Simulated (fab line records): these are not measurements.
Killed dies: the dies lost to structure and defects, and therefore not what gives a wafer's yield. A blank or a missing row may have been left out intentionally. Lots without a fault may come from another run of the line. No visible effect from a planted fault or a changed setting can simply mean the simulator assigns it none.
A sampling plan put to the test | flow n5-finfet | one fab line, 33 faults that these records tell of, each judged on the records of the lots that it struck; 1 more is left out, because the records don't allow judging it
The line's own looks make up the plan; these are the steps of the route where a gauge or inspection reads the wafer and leaves it unchanged. Where struck wafers have a number at a look and the file lists that look's usual mean and standard deviation on fault-free wafers, the look can be judged. Caught: 4 or more of those standard deviations (sigma) separate the usual mean from the mean of the struck wafers at a look after the fault's first step. On the tool: the same test on the tool's own readings at the fault's steps. Another recipe on the struck wafers, or a record that is blank for them alone, also counts as caught.

## THE FAULTS, as the simulator had put them in
1. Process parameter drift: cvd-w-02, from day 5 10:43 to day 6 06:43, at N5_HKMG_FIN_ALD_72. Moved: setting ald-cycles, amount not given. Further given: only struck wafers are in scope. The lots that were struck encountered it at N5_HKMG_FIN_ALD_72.
2. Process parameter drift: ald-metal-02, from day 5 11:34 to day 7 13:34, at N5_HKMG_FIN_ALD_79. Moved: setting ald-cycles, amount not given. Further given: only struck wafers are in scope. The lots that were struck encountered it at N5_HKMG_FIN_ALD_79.
3. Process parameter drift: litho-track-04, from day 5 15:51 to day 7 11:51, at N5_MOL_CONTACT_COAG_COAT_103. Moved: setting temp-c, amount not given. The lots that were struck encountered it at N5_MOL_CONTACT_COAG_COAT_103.
4. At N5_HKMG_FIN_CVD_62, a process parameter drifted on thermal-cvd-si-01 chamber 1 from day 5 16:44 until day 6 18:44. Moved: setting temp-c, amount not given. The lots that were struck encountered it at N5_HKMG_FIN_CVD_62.
5. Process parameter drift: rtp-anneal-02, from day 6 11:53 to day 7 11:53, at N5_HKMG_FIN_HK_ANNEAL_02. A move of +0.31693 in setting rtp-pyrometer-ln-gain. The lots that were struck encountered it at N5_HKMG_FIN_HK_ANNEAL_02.
6. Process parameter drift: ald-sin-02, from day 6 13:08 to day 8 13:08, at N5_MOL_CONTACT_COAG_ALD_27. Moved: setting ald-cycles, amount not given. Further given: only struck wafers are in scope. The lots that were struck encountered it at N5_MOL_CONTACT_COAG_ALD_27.
7. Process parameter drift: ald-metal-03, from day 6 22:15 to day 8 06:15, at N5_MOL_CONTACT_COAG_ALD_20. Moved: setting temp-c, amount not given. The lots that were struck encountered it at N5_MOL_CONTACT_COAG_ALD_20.
8. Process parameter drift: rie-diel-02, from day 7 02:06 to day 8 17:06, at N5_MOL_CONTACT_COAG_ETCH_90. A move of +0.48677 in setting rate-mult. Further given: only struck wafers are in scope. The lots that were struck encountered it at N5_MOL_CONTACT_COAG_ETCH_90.
9. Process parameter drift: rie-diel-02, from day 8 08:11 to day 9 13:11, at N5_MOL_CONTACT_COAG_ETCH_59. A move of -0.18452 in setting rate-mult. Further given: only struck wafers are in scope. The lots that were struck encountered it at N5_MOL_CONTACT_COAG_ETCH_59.
10. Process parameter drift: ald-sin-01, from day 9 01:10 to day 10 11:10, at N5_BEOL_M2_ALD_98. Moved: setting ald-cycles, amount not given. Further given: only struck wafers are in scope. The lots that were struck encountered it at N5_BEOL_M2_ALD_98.
11. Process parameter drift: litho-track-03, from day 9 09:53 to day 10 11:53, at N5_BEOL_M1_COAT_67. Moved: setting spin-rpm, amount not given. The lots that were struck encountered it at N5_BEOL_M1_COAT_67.
12. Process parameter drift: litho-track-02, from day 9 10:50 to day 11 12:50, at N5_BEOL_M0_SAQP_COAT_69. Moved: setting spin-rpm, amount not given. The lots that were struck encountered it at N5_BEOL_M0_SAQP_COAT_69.
13. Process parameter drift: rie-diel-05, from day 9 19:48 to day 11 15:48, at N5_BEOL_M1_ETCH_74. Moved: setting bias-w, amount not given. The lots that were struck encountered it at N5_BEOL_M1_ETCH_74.
14. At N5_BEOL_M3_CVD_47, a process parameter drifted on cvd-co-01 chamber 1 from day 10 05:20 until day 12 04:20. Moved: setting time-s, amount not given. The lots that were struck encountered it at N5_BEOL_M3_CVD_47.
15. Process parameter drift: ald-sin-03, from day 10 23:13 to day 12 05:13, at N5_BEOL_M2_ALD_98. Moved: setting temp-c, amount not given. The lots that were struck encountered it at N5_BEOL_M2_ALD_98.
16. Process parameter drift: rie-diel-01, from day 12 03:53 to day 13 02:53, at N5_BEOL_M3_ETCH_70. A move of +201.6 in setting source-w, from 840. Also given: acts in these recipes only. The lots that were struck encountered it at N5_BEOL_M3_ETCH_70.
17. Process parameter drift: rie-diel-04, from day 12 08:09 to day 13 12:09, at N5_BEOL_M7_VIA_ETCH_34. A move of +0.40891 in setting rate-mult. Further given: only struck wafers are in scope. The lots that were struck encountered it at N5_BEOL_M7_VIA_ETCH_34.
18. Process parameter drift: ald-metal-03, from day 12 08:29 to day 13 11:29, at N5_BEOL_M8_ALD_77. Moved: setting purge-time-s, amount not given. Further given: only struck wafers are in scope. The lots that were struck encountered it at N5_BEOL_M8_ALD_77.
19. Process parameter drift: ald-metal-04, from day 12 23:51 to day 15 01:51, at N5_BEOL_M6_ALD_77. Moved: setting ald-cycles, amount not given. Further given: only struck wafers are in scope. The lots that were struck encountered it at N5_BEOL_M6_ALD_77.
20. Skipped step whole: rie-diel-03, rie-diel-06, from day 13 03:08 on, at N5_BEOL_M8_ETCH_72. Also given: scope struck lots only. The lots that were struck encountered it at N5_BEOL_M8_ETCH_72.
21. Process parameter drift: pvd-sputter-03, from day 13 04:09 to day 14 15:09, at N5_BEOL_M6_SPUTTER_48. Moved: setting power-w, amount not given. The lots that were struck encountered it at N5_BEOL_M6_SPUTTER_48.
22. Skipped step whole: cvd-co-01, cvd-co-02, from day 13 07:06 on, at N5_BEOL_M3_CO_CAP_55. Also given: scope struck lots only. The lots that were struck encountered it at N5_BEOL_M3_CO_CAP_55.
23. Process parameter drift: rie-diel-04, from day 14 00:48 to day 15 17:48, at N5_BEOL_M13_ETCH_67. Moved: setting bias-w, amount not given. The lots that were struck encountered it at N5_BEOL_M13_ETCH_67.
24. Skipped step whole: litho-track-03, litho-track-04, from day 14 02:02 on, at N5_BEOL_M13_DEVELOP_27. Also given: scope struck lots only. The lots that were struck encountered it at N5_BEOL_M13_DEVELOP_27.
25. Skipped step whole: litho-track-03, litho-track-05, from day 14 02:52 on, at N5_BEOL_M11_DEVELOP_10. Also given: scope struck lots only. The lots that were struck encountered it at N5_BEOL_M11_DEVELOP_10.
26. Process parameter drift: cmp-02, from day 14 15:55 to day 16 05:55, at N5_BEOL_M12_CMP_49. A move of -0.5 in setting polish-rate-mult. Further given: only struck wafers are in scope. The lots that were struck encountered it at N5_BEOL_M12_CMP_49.
27. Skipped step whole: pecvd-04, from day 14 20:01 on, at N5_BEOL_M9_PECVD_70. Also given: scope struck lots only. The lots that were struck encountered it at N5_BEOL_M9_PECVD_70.
28. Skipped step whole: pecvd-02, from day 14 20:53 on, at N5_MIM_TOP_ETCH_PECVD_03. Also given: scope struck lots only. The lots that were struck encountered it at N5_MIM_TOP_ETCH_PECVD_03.
29. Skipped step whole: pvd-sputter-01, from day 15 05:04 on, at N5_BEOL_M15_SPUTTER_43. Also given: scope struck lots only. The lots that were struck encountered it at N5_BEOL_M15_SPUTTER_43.
30. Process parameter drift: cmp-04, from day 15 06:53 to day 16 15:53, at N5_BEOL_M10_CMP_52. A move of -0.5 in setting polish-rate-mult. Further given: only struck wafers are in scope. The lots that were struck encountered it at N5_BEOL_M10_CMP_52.
31. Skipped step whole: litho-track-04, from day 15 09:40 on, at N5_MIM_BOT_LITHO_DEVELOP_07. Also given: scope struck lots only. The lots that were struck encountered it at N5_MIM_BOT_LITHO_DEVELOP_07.
32. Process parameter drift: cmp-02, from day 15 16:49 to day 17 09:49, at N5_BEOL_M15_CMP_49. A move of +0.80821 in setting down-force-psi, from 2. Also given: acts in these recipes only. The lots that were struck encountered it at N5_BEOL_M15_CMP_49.
33. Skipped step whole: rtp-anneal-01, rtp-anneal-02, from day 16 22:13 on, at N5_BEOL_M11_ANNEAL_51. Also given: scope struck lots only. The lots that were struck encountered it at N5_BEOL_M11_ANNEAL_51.

## WHAT THE PLAN SAW
fault | on the tool itself                               | first look that catches it                      | reading, sigma                                  | median hours from its first step to that look | hours from the fault's start to the first struck lot there | judged looks passed uncaught
1     | under 2 sigma                                    | none of the 2 looks that can be judged after it | -                                               | -                                             | -                                                          | 2
2     | under 2 sigma                                    | not the one look that can be judged after it    | strongest: SS_P at N5_BEOL_M4_RC_MEAS_101, +2.3 | -                                             | -                                                          | 1
3     | plate-temp-C -54 sigma                           | not the one look that can be judged after it    | -                                               | -                                             | -                                                          | 1
4     | susceptor-temp-C -73 sigma                       | not the one look that can be judged after it    | -                                               | -                                             | -                                                          | 1
5     | lamp_zone_2_pct -76 sigma                        | not the one look that can be judged after it    | -                                               | -                                             | -                                                          | 1
6     | run-length-s -99 or beyond sigma                 | not the one look that can be judged after it    | -                                               | -                                             | -                                                          | 1
7     | susceptor-temp-C -99 or beyond sigma             | not the one look that can be judged after it    | -                                               | -                                             | -                                                          | 1
8     | etch-rf-on-time-s -14 sigma                      | not the one look that can be judged after it    | -                                               | -                                             | -                                                          | 1
9     | etch-rf-on-time-s +8.5 sigma                     | not the one look that can be judged after it    | -                                               | -                                             | -                                                          | 1
10    | under 2 sigma                                    | not the one look that can be judged after it    | -                                               | -                                             | -                                                          | 1
11    | spin-speed-rpm -61 sigma                         | none of the 2 looks that can be judged after it | -                                               | -                                             | -                                                          | 2
12    | spin-speed-rpm -99 or beyond sigma               | not the one look that can be judged after it    | -                                               | -                                             | -                                                          | 1
13    | bias-w +23 sigma                                 | not the one look that can be judged after it    | -                                               | -                                             | -                                                          | 1
14    | run-length-s -4.1 sigma                          | not the one look that can be judged after it    | -                                               | -                                             | -                                                          | 1
15    | susceptor-temp-C +27 sigma                       | not the one look that can be judged after it    | -                                               | -                                             | -                                                          | 1
16    | rf-fwd-power-W +78 sigma                         | not the one look that can be judged after it    | -                                               | -                                             | -                                                          | 1
17    | only faintly: oes-product-au +3.2 sigma          | not the one look that can be judged after it    | -                                               | -                                             | -                                                          | 1
18    | under 2 sigma                                    | no look after it can be judged                  | -                                               | -                                             | -                                                          | 0
19    | under 2 sigma                                    | no look after it can be judged                  | -                                               | -                                             | -                                                          | 0
20    | the tool's record is blank for the struck wafers | no look after it can be judged                  | -                                               | -                                             | -                                                          | 0
21    | cathode-dc-power-W +99 or beyond sigma           | not the one look that can be judged after it    | -                                               | -                                             | -                                                          | 1
22    | the tool's record is blank for the struck wafers | not the one look that can be judged after it    | -                                               | -                                             | -                                                          | 1
23    | bias-w +50 sigma                                 | no look after it can be judged                  | -                                               | -                                             | -                                                          | 0
24    | the tool's record is blank for the struck wafers | no look after it can be judged                  | -                                               | -                                             | -                                                          | 0
25    | the tool's record is blank for the struck wafers | no look after it can be judged                  | -                                               | -                                             | -                                                          | 0
26    | overpolish-run-s -99 or beyond sigma             | N5_BEOL_M12_THK_MEAS_50                         | M12_THK +48                                     | 0.3                                           | 10                                                         | 0
27    | the tool's record is blank for the struck wafers | not the one look that can be judged after it    | -                                               | -                                             | -                                                          | 1
28    | the tool's record is blank for the struck wafers | no look after it can be judged                  | -                                               | -                                             | -                                                          | 0
29    | the tool's record is blank for the struck wafers | no look after it can be judged                  | -                                               | -                                             | -                                                          | 0
30    | overpolish-run-s -99 or beyond sigma             | N5_BEOL_M10_THK_MEAS_53                         | M10_THK +34                                     | 0.3                                           | 1                                                          | 0
31    | the tool's record is blank for the struck wafers | no look after it can be judged                  | -                                               | -                                             | -                                                          | 0
32    | head-pressure-psi +99 or beyond sigma            | no look after it can be judged                  | -                                               | -                                             | -                                                          | 0
33    | the tool's record is blank for the struck wafers | no look after it can be judged                  | -                                               | -                                             | -                                                          | 0
A dash: the fault isn't caught, or these records don't give the number.

Caught at a look: 2 of 33. Caught on the tool: 27 of 33. By one or the other: 27 of 33.
On the tool alone, faults 3, 4, 5, 6, 7, 8, 9, 11, 12, 13, 14, 15, 16, 20, 21, 22, 23, 24, 25, 27, 28, 29, 31, 32, 33 were caught.
Caught by neither: faults 1, 2, 10, 17, 18, 19.

## THINNER SAMPLING
In the worst case, this is how late the first struck lot would be measured if the look that catches a fault measured only every second or every third lot, by lot number:
fault | struck lots at that look, in order of time | every lot | every second lot | every third lot
26    | L716, L721                                 | 10 h      | 32 h             | may miss all 2
30    | L127, L129, L132                           | 1 h       | 30 h             | may miss all 3
Hours are from the fault's start to the first struck lot that is measured. Since the struck wafers were tested as one group against 4 sigma, a single lot by itself may lie under the limit. Other struck lots may not be in these records.

## THE LONGEST TIMED WAY FROM STEP TO LOOK
Fault 26: a median of 0.3 hours passes between N5_BEOL_M12_CMP_49 and N5_BEOL_M12_THK_MEAS_50. No look between them can be judged.
